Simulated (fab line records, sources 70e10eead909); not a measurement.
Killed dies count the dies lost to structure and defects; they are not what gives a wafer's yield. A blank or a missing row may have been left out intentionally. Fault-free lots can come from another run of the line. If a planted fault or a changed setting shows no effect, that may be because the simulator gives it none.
fab line records | flow nand_harc
record lots=6 | wafers=18 | last_day=32
route steps=1302 shown A_DECK1_JOINT@539 A_ONON_D2@545
lots untouched by any fault: they come from a run of this same line in which no faults occurred
start_h: hours from the record's opening day to when the first of the lot's shown wafers began | wait_h: time in hours since the lot's previous step | " same as the row above | L1.1+2: one row covering several wafers at once | - no value, or no start given | * or withheld: withheld | < > ~ a bound
route shown NAME@n: NAME is a module with steps in the file, n the number in the route of the first one | usual: the fault-free wafers' mean and standard deviation | same: alike in all rows | chamber/n: place in a boat | sites: per-site readings | _std_site: the standard deviation of these | _edge_site: outer sites' mean less inner sites' | radius_mm: for every site, how far away it sits from the centre of the wafer | mask NAME#n: copy n | behind: the last tool/chamber to shape the wafer | hold: what put the lot on hold/how long, in hours/how the hold closed | device: whichever transistor did not switch (one of n, p or np) | end of line: tests of these same wafers at the route's end | for a step that has no rows: nothing shown but its recipe | killed: count of dies lost to structure and defects at first sort (not the wafer's yield) | map: per-die view of a wafer (x killed, . not killed, _ where there is no die)
set.NAME: the setting the step ran with; set.NAME@STEP: the setting that earlier step ran with | model.NAME: the simulator's own value behind a step, which no gauge read
lots at selected steps of the route; one table per step, one row per wafer
services: a tool's chamber out of use, with start hour (start_h, from the record's first day; less than 0 if before it), hours out, and reason
## steps
# step NHARC_A_DECK1_JOINT_CMP_02
# recipe material=SiOx
# usual motor_current_A=11.5/1.2
lot.wafer | tool   | chamber | start_h | wait_h | motor_current_A
L568.2    | cmp-02 | 1       | 281.33  | 0.4    | 11.7
L568.4    | "      | 2       | "       | "      | 12.4
L568.1    | "      | 3       | "       | "      | 10.9
L569.4    | cmp-04 | 3       | 288.41  | 0.4    | 10.4
L569.6    | "      | 2       | "       | "      | 12.6
L569.5    | "      | 3       | "       | "      | 9.9
L583.4    | cmp-02 | 3       | 435.31  | 0.4    | 11.4
L583.5    | "      | 2       | "       | "      | 11.5
L583.6    | "      | 3       | "       | "      | 11.5
L584.4    | cmp-02 | 1       | 437.84  | 0.4    | 11.2
L584.2    | "      | 2       | "       | "      | 12.1
L584.3    | "      | 0       | "       | "      | 12.9
L585.3    | cmp-04 | 3       | 446.66  | 0.4    | 10.1
L585.4    | "      | 0       | "       | "      | 9.8
L585.6    | "      | 2       | "       | "      | 12.3
L588.2    | cmp-01 | 1       | 475.35  | 0.4    | 11.8
L588.6    | "      | 3       | "       | "      | 10.6
L588.5    | "      | 0       | "       | "      | 9.3
# step NHARC_A_DECK1_JOINT_SRD_15
# step NHARC_A_DECK1_JOINT_DEP_16
# recipe target_thk_a=450 | temp_c=400 | pressure_torr=6.5 | rf_w=900 | teos_flow_sccm=161.4 | flow_sccm=2650 | target_thk_nm=45 | gas=O2 | material=SiO2
# usual heater_power_w=496/62 | throttle_valve_pct=15.9/0.59
lot.wafer | tool     | chamber | start_h | wait_h | heater_power_w | throttle_valve_pct
L568.1    | pecvd-03 | 1       | 281.72  | 0.1    | 547            | 16.4
L568.2    | "        | 2       | "       | "      | 571            | 15.6
L568.4    | "        | 1       | "       | "      | 546            | 16.4
L569.5    | pecvd-02 | 1       | 288.86  | 0.2    | 596            | 15.2
L569.4    | "        | 2       | "       | "      | 552            | 15.8
L569.6    | "        | 0       | "       | "      | 430            | 14.8
L583.6    | pecvd-03 | 2       | 435.76  | 0.2    | 503            | 15.2
L583.4    | "        | 0       | "       | "      | 481            | 15.9
L583.5    | "        | 1       | "       | "      | 545            | 16.7
L584.3    | pecvd-04 | 0       | 438.26  | 0.1    | 492            | 16.9
L584.2    | "        | 1       | "       | "      | 474            | 16.3
L584.4    | "        | 1       | "       | "      | 456            | 16.4
L585.3    | pecvd-04 | 1       | 447.06  | 0.1    | 394            | 16.3
L585.4    | "        | 0       | "       | "      | 422            | 17.2
L585.6    | "        | 2       | "       | "      | 626            | 15.7
L588.2    | pecvd-04 | 0       | 475.78  | 0.1    | 492            | 16.1
L588.5    | "        | 0       | "       | "      | 485            | 16.1
L588.6    | "        | 1       | "       | "      | 426            | 16.0
# step NHARC_A_DECK1_JOINT_THK_MEAS_17
# recipe thk_meas_gauge=ellipsometry
# usual thk_nm=44.8/1.2
lot.wafer | tool          | chamber | start_h | wait_h | thk_nm
L568.1    | film_metro-01 | -       | 282.00  | 0.3    | 45.7
L568.2    | "             | -       | "       | "      | 45.4
L568.4    | "             | -       | "       | "      | 45.9
L569.4    | film_metro-02 | -       | 289.06  | 0.1    | 45.8
L569.5    | "             | -       | "       | "      | 45.0
L569.6    | "             | -       | "       | "      | 45.7
L583.4    | film_metro-02 | -       | 435.95  | 0.1    | 46.7
L583.5    | "             | -       | "       | "      | 45.0
L583.6    | "             | -       | "       | "      | 46.1
L584.2    | film_metro-01 | -       | 438.52  | 0.2    | 45.5
L584.3    | "             | -       | "       | "      | 44.9
L584.4    | "             | -       | "       | "      | 45.4
L585.3    | film_metro-01 | -       | 447.31  | 0.2    | 45.6
L585.4    | "             | -       | "       | "      | 44.8
L585.6    | "             | -       | "       | "      | 43.5
L588.2    | film_metro-02 | -       | 476.03  | 0.2    | 45.5
L588.5    | "             | -       | "       | "      | 44.2
L588.6    | "             | -       | "       | "      | 45.0
# step NHARC_A_DECK1_JOINT_INSPECT_05
# usual raw_defect_count=354/140
lot.wafer | tool              | chamber | start_h | wait_h | raw_defect_count
L568.1    | defect_inspect-01 | -       | 282.04  | 0.0    | 355
L568.2    | "                 | -       | "       | "      | 622
L568.4    | "                 | -       | "       | "      | 298
L569.4    | defect_inspect-01 | -       | 289.09  | 0.0    | 461
L569.5    | "                 | -       | "       | "      | 218
L569.6    | "                 | -       | "       | "      | 413
L583.4    | defect_inspect-01 | -       | 435.99  | 0.0    | 241
L583.5    | "                 | -       | "       | "      | 234
L583.6    | "                 | -       | "       | "      | 275
L584.2    | defect_inspect-02 | -       | 438.55  | 0.0    | 889
L584.3    | "                 | -       | "       | "      | 332
L584.4    | "                 | -       | "       | "      | 617
L585.3    | defect_inspect-01 | -       | 447.35  | 0.0    | 152
L585.4    | "                 | -       | "       | "      | 182
L585.6    | "                 | -       | "       | "      | 250
L588.2    | defect_inspect-01 | -       | 476.06  | 0.0    | 611
L588.5    | "                 | -       | "       | "      | 407
L588.6    | "                 | -       | "       | "      | 403
# step NHARC_A_ONON_D2_DEP_00
# recipe target_thk_a=10000 | n2_flow_sccm=2750 | n2o_flow_sccm=2000 | nh3_flow_sccm=500 | sih4_flow_sccm=210 | temp_c=400
# step NHARC_A_ONON_D2_THK_MEAS_02
# recipe thk_meas_gauge=ellipsometry
# usual thk_nm=999/11
lot.wafer | tool          | chamber | start_h | wait_h | thk_nm
L568.1    | film_metro-01 | -       | 282.61  | -      | 992
L568.2    | "             | -       | "       | "      | 993
L568.4    | "             | -       | "       | "      | 990
L569.4    | film_metro-02 | -       | 289.67  | -      | 1009
L569.5    | "             | -       | "       | "      | 1007
L569.6    | "             | -       | "       | "      | 1009
L583.4    | film_metro-01 | -       | 436.57  | -      | 1003
L583.5    | "             | -       | "       | "      | 1005
L583.6    | "             | -       | "       | "      | 1002
L584.2    | film_metro-01 | -       | 439.12  | -      | 997
L584.3    | "             | -       | "       | "      | 996
L584.4    | "             | -       | "       | "      | 997
L585.3    | film_metro-01 | -       | 447.92  | -      | 987
L585.4    | "             | -       | "       | "      | 985
L585.6    | "             | -       | "       | "      | 989
L588.2    | film_metro-01 | -       | 476.64  | -      | 993
L588.5    | "             | -       | "       | "      | 993
L588.6    | "             | -       | "       | "      | 994
# step NHARC_A_ONON_D2_DEP_03
# recipe target_thk_a=10000 | n2_flow_sccm=2750 | n2o_flow_sccm=2000 | nh3_flow_sccm=500 | sih4_flow_sccm=210 | temp_c=400
# step NHARC_A_ONON_D2_THK_MEAS_05
# recipe thk_meas_gauge=ellipsometry
# usual thk_nm=998/11
lot.wafer | tool          | chamber | start_h | wait_h | thk_nm
L568.1    | film_metro-01 | -       | 283.18  | -      | 976
L568.2    | "             | -       | "       | "      | 975
L568.4    | "             | -       | "       | "      | 974
L569.4    | film_metro-01 | -       | 290.24  | -      | 1000
L569.5    | "             | -       | "       | "      | 999
L569.6    | "             | -       | "       | "      | 1000
L583.4    | film_metro-02 | -       | 437.13  | -      | 985
L583.5    | "             | -       | "       | "      | 986
L583.6    | "             | -       | "       | "      | 986
L584.2    | film_metro-01 | -       | 439.69  | -      | 996
L584.3    | "             | -       | "       | "      | 996
L584.4    | "             | -       | "       | "      | 996
L585.3    | film_metro-02 | -       | 448.48  | -      | 995
L585.4    | "             | -       | "       | "      | 993
L585.6    | "             | -       | "       | "      | 993
L588.2    | film_metro-02 | -       | 477.21  | -      | 999
L588.5    | "             | -       | "       | "      | 1001
L588.6    | "             | -       | "       | "      | 1000
# step NHARC_A_ONON_D2_DEP_06
# recipe target_thk_a=10000 | n2_flow_sccm=2750 | n2o_flow_sccm=2000 | nh3_flow_sccm=500 | sih4_flow_sccm=210 | temp_c=400
# step NHARC_A_ONON_D2_THK_MEAS_08
# recipe thk_meas_gauge=ellipsometry
# usual thk_nm=999/8.6
lot.wafer | tool          | chamber | start_h | wait_h | thk_nm
L568.1    | film_metro-01 | -       | 283.75  | -      | 1010
L568.2    | "             | -       | "       | "      | 1007
L568.4    | "             | -       | "       | "      | 1008
L569.4    | film_metro-02 | -       | 290.81  | -      | 992
L569.5    | "             | -       | "       | "      | 990
L569.6    | "             | -       | "       | "      | 990
L583.4    | film_metro-02 | -       | 437.70  | -      | 1002
L583.5    | "             | -       | "       | "      | 1002
L583.6    | "             | -       | "       | "      | 1003
L584.2    | film_metro-01 | -       | 440.27  | -      | 996
L584.3    | "             | -       | "       | "      | 996
L584.4    | "             | -       | "       | "      | 997
L585.3    | film_metro-01 | -       | 449.05  | -      | 1011
L585.4    | "             | -       | "       | "      | 1010
L585.6    | "             | -       | "       | "      | 1011
L588.2    | film_metro-02 | -       | 477.77  | -      | 1022
L588.5    | "             | -       | "       | "      | 1023
L588.6    | "             | -       | "       | "      | 1021
# step NHARC_A_ONON_D2_DEP_09
# recipe target_thk_a=10000 | n2_flow_sccm=2750 | n2o_flow_sccm=2000 | nh3_flow_sccm=500 | sih4_flow_sccm=210 | temp_c=400
# usual nh3_flow_sccm=499.9/1.3
lot.wafer | tool          | chamber | start_h | wait_h | nh3_flow_sccm
L568.1    | pecvd_onon-04 | 0       | 283.80  | 0.1    | 500.7
L568.2    | "             | 0       | "       | "      | 500.1
L568.4    | "             | 0       | "       | "      | 500.5
L569.4    | pecvd_onon-03 | 0       | 291.04  | 0.2    | 497.7
L569.5    | "             | 0       | "       | "      | 500.6
L569.6    | "             | 0       | "       | "      | 497.8
L583.4    | pecvd_onon-03 | 0       | 437.93  | 0.2    | 498.3
L583.5    | "             | 0       | "       | "      | 500.5
L583.6    | "             | 0       | "       | "      | 500.7
L584.2    | pecvd_onon-04 | 0       | 440.38  | 0.1    | 500.3
L584.3    | "             | 0       | "       | "      | 499.1
L584.4    | "             | 0       | "       | "      | 502.0
L585.3    | pecvd_onon-03 | 0       | 449.23  | 0.2    | 500.8
L585.4    | "             | 0       | "       | "      | 500.1
L585.6    | "             | 0       | "       | "      | 501.6
L588.2    | pecvd_onon-04 | 0       | 477.89  | 0.1    | 498.6
L588.5    | "             | 0       | "       | "      | 498.6
L588.6    | "             | 0       | "       | "      | 499.8
# step NHARC_A_ONON_D2_THK_MEAS_11
# recipe thk_meas_gauge=ellipsometry
# usual thk_nm=1001/8.8
lot.wafer | tool          | chamber | start_h | wait_h | hold                     | thk_nm
L568.1    | film_metro-01 | -       | 284.31  | -      | -                        | 1016
L568.2    | "             | -       | "       | "      | -                        | 1018
L568.4    | "             | -       | "       | "      | -                        | 1016
L569.4    | film_metro-01 | -       | 291.38  | -      | -                        | 995
L569.5    | "             | -       | "       | "      | -                        | 995
L569.6    | "             | -       | "       | "      | -                        | 995
L583.4    | film_metro-01 | -       | 438.27  | -      | await_dispo/0.2h/release | 1006
L583.5    | "             | -       | "       | "      | await_dispo/0.2h/release | 1008
L583.6    | "             | -       | "       | "      | await_dispo/0.2h/release | 944
L583.4    | film_metro-01 | -       | 438.44  | 0.2    | -                        | 1008
L583.5    | "             | -       | "       | "      | -                        | 1005
L583.6    | "             | -       | "       | "      | -                        | 943
L584.2    | film_metro-01 | -       | 440.84  | -      | -                        | 996
L584.3    | "             | -       | "       | "      | -                        | 995
L584.4    | "             | -       | "       | "      | -                        | 997
L585.3    | film_metro-01 | -       | 449.62  | -      | await_dispo/0.2h/release | 998
L585.4    | "             | -       | "       | "      | await_dispo/0.2h/release | 998
L585.6    | "             | -       | "       | "      | await_dispo/0.2h/release | 934
L585.3    | film_metro-01 | -       | 449.79  | 0.2    | -                        | 997
L585.4    | "             | -       | "       | "      | -                        | 997
L585.6    | "             | -       | "       | "      | -                        | 935
L588.2    | film_metro-01 | -       | 478.34  | -      | -                        | 1013
L588.5    | "             | -       | "       | "      | -                        | 1014
L588.6    | "             | -       | "       | "      | -                        | 1015
## services
tool          | chamber | start_h | hours | kind
pecvd-04      | -       | 269.00  | 13.0  | pm
cmp-01        | -       | 291.68  | 4.0   | pm
cmp-04        | -       | 307.06  | 4.0   | pm
pecvd_onon-04 | -       | 311.26  | 13.0  | pm
pecvd-04      | -       | 329.58  | 2.1   | repair
cmp-02        | -       | 330.72  | 4.0   | pm
pecvd-03      | 1       | 344.40  | 6.2   | repair
pecvd-03      | -       | 366.31  | 13.0  | pm
pecvd-02      | -       | 375.16  | 0.9   | repair
cmp-02        | -       | 379.76  | 0.4   | repair
cmp-01        | -       | 389.66  | 4.3   | repair
pecvd-04      | -       | 399.40  | 1.0   | repair
pecvd-03      | -       | 402.64  | 0.9   | repair
cmp-04        | -       | 405.06  | 4.0   | pm
pecvd_onon-03 | -       | 408.00  | 13.0  | pm
pecvd-02      | -       | 408.03  | 13.0  | pm
cmp-02        | -       | 414.64  | 2.3   | repair
cmp-02        | -       | 428.72  | 4.0   | pm
pecvd-02      | -       | 435.28  | 1.9   | repair
pecvd-03      | 2       | 440.93  | 10.4  | repair
pecvd-04      | -       | 450.00  | 13.0  | pm
cmp-04        | -       | 460.96  | 1.6   | repair
cmp-04        | -       | 465.28  | 4.3   | repair
cmp-01        | -       | 467.44  | 0.8   | repair
## key
first_sign step=NHARC_A_ONON_D2_THK_MEAS_11 | reading=visit | direction=added
effect step=NHARC_A_ONON_D2_THK_MEAS_11 | reading=thk_nm | direction=down | sigmas=7.1 | usual=1001 | struck=939
met_at NHARC_A_ONON_D2_DEP_09
struck_wafers L583.6,L585.6
later_rows_left_out L583.6,L585.6
sort_left_out L583.6,L585.6
tester_left_out L583,L585
onset_between 291.04 437.93
fault kind=process_parameter_drift | tool=pecvd_onon-03 | chamber=- | onset_h=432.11 | steps=NHARC_A_ONON_D2_DEP_09 | channel=target_thk_a | offset=* | shape=step | end_h=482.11 | scope=struck_wafers_only | acts_in=* | stated=*
# tester_left_out: of these lots the tester's yield and bins aren't shown, on N5 and GAA mostly nor the transistor test; their killed dies are dies lost to structure and defects alone, not to doping, threshold or leakage, so they don't give the yield
# sort_left_out: the simulated sort isn't trusted on such a fault, so these wafers' sort isn't shown, and their yield isn't known
# later_rows_left_out: the simulator's readings of these wafers behind a module that went badly wrong aren't trusted and aren't shown, but for the sort
